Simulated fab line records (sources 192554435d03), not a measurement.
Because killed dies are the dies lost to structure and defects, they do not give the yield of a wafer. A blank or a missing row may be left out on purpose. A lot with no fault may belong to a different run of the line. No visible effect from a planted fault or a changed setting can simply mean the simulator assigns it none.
What tool caused it? + flow n5_finfet + 31 wafers from 11 lots sampled at 4 of the route's 1938 steps

## WHAT THE GAUGES SHOWED, per wafer
N5_BEOL_M8_THK_MEAS_01.
| lot  | measured     | on            | M8_ILD_THK (nm)   |
|------|--------------|---------------|-------------------|
| L839 | day 9 12:46  | film_metro-01 | 154.9 153.0 155.6 |
| L843 | day 10 21:34 | film_metro-02 | 151.4 150.1 154.3 |
| L846 | day 11 02:13 | film_metro-02 | 153.0 155.3 156.1 |
| L842 | day 11 11:47 | film_metro-02 | 155.2 157.3       |
| L850 | day 12 09:35 | film_metro-01 | 180.0 180.1 184.5 |
| L851 | day 12 19:45 | film_metro-02 | 178.1 182.1 185.1 |
| L852 | day 12 20:41 | film_metro-02 | 181.4 184.5 182.8 |
| L853 | day 13 07:54 | film_metro-02 | 150.8 156.1 156.2 |
| L856 | day 13 18:05 | film_metro-01 | 152.7 152.3 155.4 |
| L858 | day 14 00:56 | film_metro-02 | 153.5 156.3 157.1 |
| L857 | day 14 05:06 | film_metro-02 | 156.7 152.7       |

## WHAT TOOL EACH LOT RAN ON (gives the tool, then ch and the chambers of the sampled wafers, and finally the start)
| lot  | N5_BEOL_M7_STRIP_80                           | N5_BEOL_M7_PRE_CLEAN_45      | N5_BEOL_M8_CURE_74            |
|------|-----------------------------------------------|------------------------------|-------------------------------|
| L839 | rie_diel-01 ch 1,2,3, day 9 10:28 or earlier  | pvd_sputter-01, day 9 10:28  | uv_cure-01 ch 2, day 9 12:14  |
| L843 | rie_diel-01 ch 0,3, day 10 19:10 or earlier   | pvd_sputter-03, day 10 19:10 | uv_cure-03 ch 1, day 10 21:08 |
| L846 | rie_diel-01 ch 0,1,2, day 10 23:13 or earlier | pvd_sputter-02, day 10 23:13 | uv_cure-01 ch 2, day 11 01:14 |
| L842 | rie_diel-05 ch 0,1, day 11 09:03 or earlier   | pvd_sputter-03, day 11 09:03 | uv_cure-01 ch 0, day 11 10:57 |
| L850 | rie_diel-03 ch 1,2,3, day 12 07:23 or earlier | pvd_sputter-01, day 12 07:23 | uv_cure-03 ch 2, day 12 09:04 |
| L851 | rie_diel-03 ch 0,2,3, day 12 17:08 or earlier | pvd_sputter-01, day 12 17:08 | uv_cure-01 ch 0, day 12 19:14 |
| L852 | rie_diel-05 ch 1,2,3, day 12 17:58 or earlier | pvd_sputter-03, day 12 17:58 | uv_cure-02 ch 0, day 12 20:14 |
| L853 | rie_diel-05 ch 0,1,2, day 13 05:15 or earlier | pvd_sputter-03, day 13 05:15 | uv_cure-03 ch 1, day 13 07:23 |
| L856 | rie_diel-01 ch 1,3, day 13 15:18 or earlier   | pvd_sputter-02, day 13 15:18 | uv_cure-02 ch 1, day 13 17:39 |
| L858 | rie_diel-03 ch 1,2, day 13 22:24 or earlier   | pvd_sputter-03, day 13 22:24 | uv_cure-02 ch 0, day 14 00:35 |
| L857 | rie_diel-03 ch 1,2, day 14 02:35 or earlier   | pvd_sputter-03, day 14 02:35 | uv_cure-03 ch 1, day 14 04:40 |
- N5_BEOL_M7_STRIP_80: strips in N2/H2, time 10 s.
- N5_BEOL_M7_PRE_CLEAN_45: time 30 s.
- N5_BEOL_M8_CURE_74: cures SiCOH lowk, time 240 s.

## AS READ BY THE TOOLS THEMSELVES (means over the sampled wafers that have a number; for cases with no such wafer, the mark the record gives instead)
N5_BEOL_M7_STRIP_80.
| lot  | tool        | drypump_motor_current_A (A) | oes_product_au (a.u.) | rf_vpp_V (V) | showerhead_plenum_p_Torr (Torr) | throttle_valve_pct (%) |
|------|-------------|-----------------------------|-----------------------|--------------|---------------------------------|------------------------|
| L839 | rie_diel-01 | 5.6                         | 0.87                  | 59.1         | 2.50                            | 23.2                   |
| L843 | rie_diel-01 | 5.9                         | 0.85                  | 59.3         | 2.53                            | 23.5                   |
| L846 | rie_diel-01 | 5.4                         | 0.87                  | 58.6         | 2.46                            | 23.1                   |
| L842 | rie_diel-05 | 5.5                         | 0.86                  | 57.8         | 2.51                            | 23.4                   |
| L850 | rie_diel-03 | 6.3                         | 0.78                  | 59.4         | 2.58                            | 23.4                   |
| L851 | rie_diel-03 | 6.1                         | 0.80                  | 59.0         | 2.60                            | 23.7                   |
| L852 | rie_diel-05 | 5.6                         | 0.83                  | 58.3         | 2.55                            | 23.5                   |
| L853 | rie_diel-05 | 5.4                         | 0.83                  | 59.9         | 2.48                            | 23.4                   |
| L856 | rie_diel-01 | 5.8                         | 0.81                  | 59.7         | 2.52                            | 23.3                   |
| L858 | rie_diel-03 | 6.3                         | 0.74                  | 59.4         | 2.52                            | 23.4                   |
| L857 | rie_diel-03 | 6.2                         | 0.73                  | 59.9         | 2.52                            | 23.4                   |

N5_BEOL_M7_PRE_CLEAN_45.
| lot  | tool           | heater_power_w (W) |
|------|----------------|--------------------|
| L839 | pvd_sputter-01 | 315                |
| L843 | pvd_sputter-03 | 308                |
| L846 | pvd_sputter-02 | 342                |
| L842 | pvd_sputter-03 | 288                |
| L850 | pvd_sputter-01 | 349                |
| L851 | pvd_sputter-01 | 326                |
| L852 | pvd_sputter-03 | 294                |
| L853 | pvd_sputter-03 | 351                |
| L856 | pvd_sputter-02 | 336                |
| L858 | pvd_sputter-03 | 312                |
| L857 | pvd_sputter-03 | 328                |

N5_BEOL_M8_CURE_74.
| lot  | tool       | lamp_power_pct (%) | run_length_s (s) | wafer_temp_C_max |
|------|------------|--------------------|------------------|------------------|
| L839 | uv_cure-01 | 52.26              | 286.7            | 386.5            |
| L843 | uv_cure-03 | 52.32              | 286.0            | 386.4            |
| L846 | uv_cure-01 | 52.37              | 290.3            | 386.8            |
| L842 | uv_cure-01 | 52.29              | 290.4            | 387.4            |
| L850 | uv_cure-03 | -                  | -                | -                |
| L851 | uv_cure-01 | -                  | -                | -                |
| L852 | uv_cure-02 | -                  | -                | -                |
| L853 | uv_cure-03 | 52.33              | 286.2            | 386.9            |
| L856 | uv_cure-02 | 52.35              | 287.1            | 386.7            |
| L858 | uv_cure-02 | 52.33              | 286.2            | 386.8            |
| L857 | uv_cure-03 | 52.41              | 286.1            | 386.6            |

## THE ANSWER, worked out from the rows above alone
Rule: what is usual is taken from the lots themselves. Put in order of their means at a reading, lots are off if they are a third of the lots or fewer, leave a main group of 4 or more, and stand apart from it by a gap of 3 or more times the standard deviation of the main group's means; of several such gaps the widest counts. The tables above print the reading to a certain number of digits; a main group whose means all agree to those digits is not used. A lot without any number at a reading at which 4 lots or more have one is off too. All remaining lots with rows at the step are treated as sound. After the gauges, taken in route order, come the tools' own readings; for these a lot's mean is taken, as printed above. At the first step where some lot is off, the reading lying furthest off is the one used; lots without a number count as furthest.
Off: at N5_BEOL_M8_THK_MEAS_01 (M8_ILD_THK), L850, L851, L852. For the main group the mean is 154.5 nm and the standard deviation 1.2.
If a tool, at a process step before that reading, ran all the lots that are off and no sound lot after the first of them, it fits. The gauges at N5_BEOL_M8_THK_MEAS_01 aren't tried: what is off there is off at N5_BEOL_M8_CURE_74 too, on other tools, and a gauge's error can't cause that. With no start given for some of its lots, N5_BEOL_M7_STRIP_80 uses the hours and lot order of N5_BEOL_M7_PRE_CLEAN_45. Of those tried, none fits.

## WHAT HAD BEEN PUT IN BY THE SIMULATOR
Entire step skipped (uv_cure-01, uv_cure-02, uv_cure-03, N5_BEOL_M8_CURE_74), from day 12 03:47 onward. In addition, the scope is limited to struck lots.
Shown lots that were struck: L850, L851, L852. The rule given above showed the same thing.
